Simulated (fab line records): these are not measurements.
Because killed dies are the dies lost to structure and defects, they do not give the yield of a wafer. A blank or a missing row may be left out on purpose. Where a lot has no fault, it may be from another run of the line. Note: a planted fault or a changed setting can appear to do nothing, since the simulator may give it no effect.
Which of the tools did it? / flow n5_finfet / 9 lots with 27 wafers sampled at 5 steps, on a route of 1938 steps

== WHAT THE GAUGES READ, wafer by wafer ==
N5_BEOL_M4_RC_MEAS_101.
lot=L305; measured=day 8 12:06; on=prober-02; DIBL_N (mV/V)=38.5 37.1 36.7
lot=L311; measured=day 9 22:27; on=prober-01; DIBL_N (mV/V)=36.3 34.1 36.1
lot=L313; measured=day 9 23:12; on=prober-02; DIBL_N (mV/V)=34.2 34.8 37.7
lot=L318; measured=day 11 12:10; on=prober-02; DIBL_N (mV/V)=38.0 34.5 38.1
lot=L319; measured=day 11 16:40; on=prober-01; DIBL_N (mV/V)=34.4 36.8 37.4
lot=L320; measured=day 11 20:44; on=prober-02; DIBL_N (mV/V)=34.3 32.1 35.0
lot=L322; measured=day 12 09:25; on=prober-02; DIBL_N (mV/V)=37.1 36.5 34.3
lot=L327; measured=day 13 18:07; on=prober-01; DIBL_N (mV/V)=38.1 36.0 34.3
lot=L328; measured=day 13 21:46; on=prober-01; DIBL_N (mV/V)=36.0 34.6 38.6

== WHAT TOOL EACH LOT RAN ON (gives the tool, then ch and the chambers of the sampled wafers, and finally the start) ==
lot=L305; N5_BEOL_M0_SAQP_ILD_DEP_01=pecvd-02 ch 1,2, day 5 07:59; N5_BEOL_M0_SAQP_PECVD_96=pecvd-02 ch 0,1,2, day 5 08:43; N5_BEOL_M0_SAQP_STRIP_86=rie_diel-03 ch 0,2,3, day 5 09:55; N5_BEOL_M0_SAQP_ETCH_101=rie_diel-05 ch 0,1, day 5 12:40
lot=L311; N5_BEOL_M0_SAQP_ILD_DEP_01=pecvd-02 ch 0,2, day 7 01:00; N5_BEOL_M0_SAQP_PECVD_96=pecvd-02 ch 0,1,2, day 7 01:45; N5_BEOL_M0_SAQP_STRIP_86=rie_diel-06 ch 0,1,2, day 7 03:01; N5_BEOL_M0_SAQP_ETCH_101=rie_diel-05 ch 0,2, day 7 04:30
lot=L313; N5_BEOL_M0_SAQP_ILD_DEP_01=pecvd-03 ch 0,2, day 7 07:57; N5_BEOL_M0_SAQP_PECVD_96=pecvd-04 ch 1,2, day 7 11:15; N5_BEOL_M0_SAQP_STRIP_86=rie_diel-06 ch 0,1,2, day 7 12:20; N5_BEOL_M0_SAQP_ETCH_101=rie_diel-06 ch 0,1,3, day 7 13:34
lot=L318; N5_BEOL_M0_SAQP_ILD_DEP_01=pecvd-02 ch 1,2, day 8 16:31; N5_BEOL_M0_SAQP_PECVD_96=pecvd-02 ch 0,2, day 8 19:01; N5_BEOL_M0_SAQP_STRIP_86=rie_diel-03 ch 0,2, day 8 20:18; N5_BEOL_M0_SAQP_ETCH_101=rie_diel-06 ch 0,3, day 8 21:32
lot=L319; N5_BEOL_M0_SAQP_ILD_DEP_01=pecvd-03 ch 0,1, day 8 23:05; N5_BEOL_M0_SAQP_PECVD_96=pecvd-04 ch 0,1, day 9 01:39; N5_BEOL_M0_SAQP_STRIP_86=rie_diel-03 ch 1,2, day 9 02:47; N5_BEOL_M0_SAQP_ETCH_101=rie_diel-05 ch 1,3, day 9 04:12
lot=L320; N5_BEOL_M0_SAQP_ILD_DEP_01=pecvd-03 ch 0,1,2, day 9 02:07; N5_BEOL_M0_SAQP_PECVD_96=pecvd-02 ch 0,1,2, day 9 03:07; N5_BEOL_M0_SAQP_STRIP_86=rie_diel-05 ch 1,2,3, day 9 04:10; N5_BEOL_M0_SAQP_ETCH_101=rie_diel-05 ch 1,2,3, day 9 05:25
lot=L322; N5_BEOL_M0_SAQP_ILD_DEP_01=pecvd-03 ch 1,2, day 9 16:41; N5_BEOL_M0_SAQP_PECVD_96=pecvd-04 ch 0,1, day 9 17:34; N5_BEOL_M0_SAQP_STRIP_86=rie_diel-06 ch 0,1,3, day 9 18:47; N5_BEOL_M0_SAQP_ETCH_101=rie_diel-03 ch 0,1,2, day 9 20:05
lot=L327; N5_BEOL_M0_SAQP_ILD_DEP_01=pecvd-02 ch 0,2, day 11 01:06; N5_BEOL_M0_SAQP_PECVD_96=pecvd-04 ch 0,1,2, day 11 02:38; N5_BEOL_M0_SAQP_STRIP_86=rie_diel-06 ch 0,1,3, day 11 03:39; N5_BEOL_M0_SAQP_ETCH_101=rie_diel-03 ch 0,1,2, day 11 06:25
lot=L328; N5_BEOL_M0_SAQP_ILD_DEP_01=pecvd-02 ch 0,1,2, day 11 05:52; N5_BEOL_M0_SAQP_PECVD_96=pecvd-03 ch 0,1,2, day 11 06:25; N5_BEOL_M0_SAQP_STRIP_86=rie_diel-06 ch 0,1, day 11 07:32; N5_BEOL_M0_SAQP_ETCH_101=rie_diel-05 ch 0,1, day 11 08:53
- N5_BEOL_M0_SAQP_ILD_DEP_01: deposits SiOC from DEMS/O2, target thk 45.419 nm, time 8.7 s.
- N5_BEOL_M0_SAQP_PECVD_96: deposits a-Si from SiH4/He, target thk 45 nm, time 45.2 s.
- N5_BEOL_M0_SAQP_STRIP_86: strips in N2/H2.
- N5_BEOL_M0_SAQP_ETCH_101: etches SiNx in CH3F/O2, target depth 29.9 nm, time 42.7 s.

== THE ANSWER, worked out from the rows above alone ==
Rule: the usual values come from the lots themselves. Put in order of their means at a reading, lots are off if they are a third of the lots or fewer, leave a main group of 4 or more, and stand apart from it by a gap of 3 or more times the standard deviation of the main group's means; of several such gaps the widest counts. If all means in a main group match to the digits the tables above print for the reading, that group is not used. A lot without any number at a reading at which 4 lots or more have one is off too. The other lots that the step has rows for count as sound.
Nothing can be told from this: no lot is off at any reading shown.

== WHAT THE SIMULATOR PUT IN ==
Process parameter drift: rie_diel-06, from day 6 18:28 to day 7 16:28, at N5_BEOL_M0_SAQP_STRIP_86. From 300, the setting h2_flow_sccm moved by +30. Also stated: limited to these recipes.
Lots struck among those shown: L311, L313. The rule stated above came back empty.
